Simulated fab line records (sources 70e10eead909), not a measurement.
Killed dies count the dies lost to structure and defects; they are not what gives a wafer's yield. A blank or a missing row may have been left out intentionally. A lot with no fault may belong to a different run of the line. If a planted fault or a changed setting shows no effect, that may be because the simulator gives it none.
Chamber matching || flow nand_harc || 4 sister chambers for NHARC_P_M1_DESCUM_14 on rie_diel-12
The step chemistry O2, time 3 s. 16 wafers are shown with their chamber, then 8 later ones without.

WAFERS WITH THEIR CHAMBER
{"wafer": "L074.1", "chamber": 2, "drypump_motor_current_A (A)": 5.6, "oes_product_au (a.u.)": 1.002, "rf_vpp_V (V)": 59.4}
{"wafer": "L074.3", "chamber": 0, "drypump_motor_current_A (A)": 5.0, "oes_product_au (a.u.)": 1.014, "rf_vpp_V (V)": 59.2}
{"wafer": "L074.6", "chamber": 0, "drypump_motor_current_A (A)": 5.0, "oes_product_au (a.u.)": 1.016, "rf_vpp_V (V)": 57.7}
{"wafer": "L075.2", "chamber": 0, "drypump_motor_current_A (A)": 5.0, "oes_product_au (a.u.)": 1.018, "rf_vpp_V (V)": 57.0}
{"wafer": "L075.3", "chamber": 3, "drypump_motor_current_A (A)": 5.6, "oes_product_au (a.u.)": 1.031, "rf_vpp_V (V)": 58.0}
{"wafer": "L075.5", "chamber": 1, "drypump_motor_current_A (A)": 6.1, "oes_product_au (a.u.)": 1.004, "rf_vpp_V (V)": 59.3}
{"wafer": "L079.2", "chamber": 3, "drypump_motor_current_A (A)": 5.6, "oes_product_au (a.u.)": 1.016, "rf_vpp_V (V)": 57.0}
{"wafer": "L079.3", "chamber": 2, "drypump_motor_current_A (A)": 5.6, "oes_product_au (a.u.)": 1.005, "rf_vpp_V (V)": 59.1}
{"wafer": "L079.4", "chamber": 0, "drypump_motor_current_A (A)": 5.0, "oes_product_au (a.u.)": 1.016, "rf_vpp_V (V)": 57.4}
{"wafer": "L080.2", "chamber": 3, "drypump_motor_current_A (A)": 5.7, "oes_product_au (a.u.)": 1.022, "rf_vpp_V (V)": 56.3}
{"wafer": "L080.3", "chamber": 0, "drypump_motor_current_A (A)": 5.0, "oes_product_au (a.u.)": 1.026, "rf_vpp_V (V)": 58.1}
{"wafer": "L080.5", "chamber": 3, "drypump_motor_current_A (A)": 5.7, "oes_product_au (a.u.)": 1.035, "rf_vpp_V (V)": 56.9}
{"wafer": "L081.1", "chamber": 0, "drypump_motor_current_A (A)": 5.0, "oes_product_au (a.u.)": 1.023, "rf_vpp_V (V)": 57.4}
{"wafer": "L081.3", "chamber": 3, "drypump_motor_current_A (A)": 5.6, "oes_product_au (a.u.)": 1.025, "rf_vpp_V (V)": 58.2}
{"wafer": "L081.5", "chamber": 0, "drypump_motor_current_A (A)": 5.0, "oes_product_au (a.u.)": 1.022, "rf_vpp_V (V)": 57.6}
{"wafer": "L082.1", "chamber": 2, "drypump_motor_current_A (A)": 5.6, "oes_product_au (a.u.)": 1.005, "rf_vpp_V (V)": 57.2}

SIGNATURES (means of the wafers above)
{"reading": "drypump_motor_current_A", "chamber 0": 5.000, "chamber 1": 6.100, "chamber 2": 5.600, "chamber 3": 5.640, "scatter within a chamber": 0.0316}
{"reading": "oes_product_au", "chamber 0": 1.01929, "chamber 1": 1.00400, "chamber 2": 1.00400, "chamber 3": 1.02580, "scatter within a chamber": 0.00537}
{"reading": "rf_vpp_V", "chamber 0": 57.771, "chamber 1": 59.300, "chamber 2": 58.567, "chamber 3": 57.280, "scatter within a chamber": 0.839}
Rule: a wafer's distance from a chamber is the root of the sum, over the readings, of the square of ((its reading less the chamber's mean) divided by the reading's scatter). The wafer belongs to the nearest chamber; if the next one is less than 2 further off, it can't be placed. The scatter: the root of (the sum of the squares of (reading less its chamber's mean) over the shown wafers, divided by (wafers less chambers)).

WAFERS WITHOUT THEIR CHAMBER
{"wafer": "L082.3", "drypump_motor_current_A (A)": 5.0, "oes_product_au (a.u.)": 1.014, "rf_vpp_V (V)": 57.6}
{"wafer": "L082.5", "drypump_motor_current_A (A)": 5.0, "oes_product_au (a.u.)": 1.019, "rf_vpp_V (V)": 58.2}
{"wafer": "L085.1", "drypump_motor_current_A (A)": 5.6, "oes_product_au (a.u.)": 1.030, "rf_vpp_V (V)": 57.8}
{"wafer": "L085.2", "drypump_motor_current_A (A)": 5.7, "oes_product_au (a.u.)": 0.995, "rf_vpp_V (V)": 59.3}
{"wafer": "L085.4", "drypump_motor_current_A (A)": 5.0, "oes_product_au (a.u.)": 1.021, "rf_vpp_V (V)": 56.9}
{"wafer": "L089.1", "drypump_motor_current_A (A)": 5.6, "oes_product_au (a.u.)": 0.999, "rf_vpp_V (V)": 55.8}
{"wafer": "L089.3", "drypump_motor_current_A (A)": 5.6, "oes_product_au (a.u.)": 1.017, "rf_vpp_V (V)": 58.3}
{"wafer": "L089.6", "drypump_motor_current_A (A)": 5.6, "oes_product_au (a.u.)": 1.018, "rf_vpp_V (V)": 57.5}

WHICH CHAMBER EACH ONE RAN IN
{"wafer": "L082.3", "from the rows above": 0, "in truth": 0}
{"wafer": "L082.5", "from the rows above": 0, "in truth": 0}
{"wafer": "L085.1", "from the rows above": 3, "in truth": 3}
{"wafer": "L085.2", "from the rows above": 2, "in truth": 2}
{"wafer": "L085.4", "from the rows above": 0, "in truth": 0}
{"wafer": "L089.1", "from the rows above": 2, "in truth": 2}
{"wafer": "L089.3", "from the rows above": "can't be placed: 3 or 2", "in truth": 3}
{"wafer": "L089.6", "from the rows above": "can't be placed: 3 or 2", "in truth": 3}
Correct placement for 6 of the 8. Unplaceable from these rows: 2, with the true chamber sitting among the candidates in 2. 0 placed wrongly.
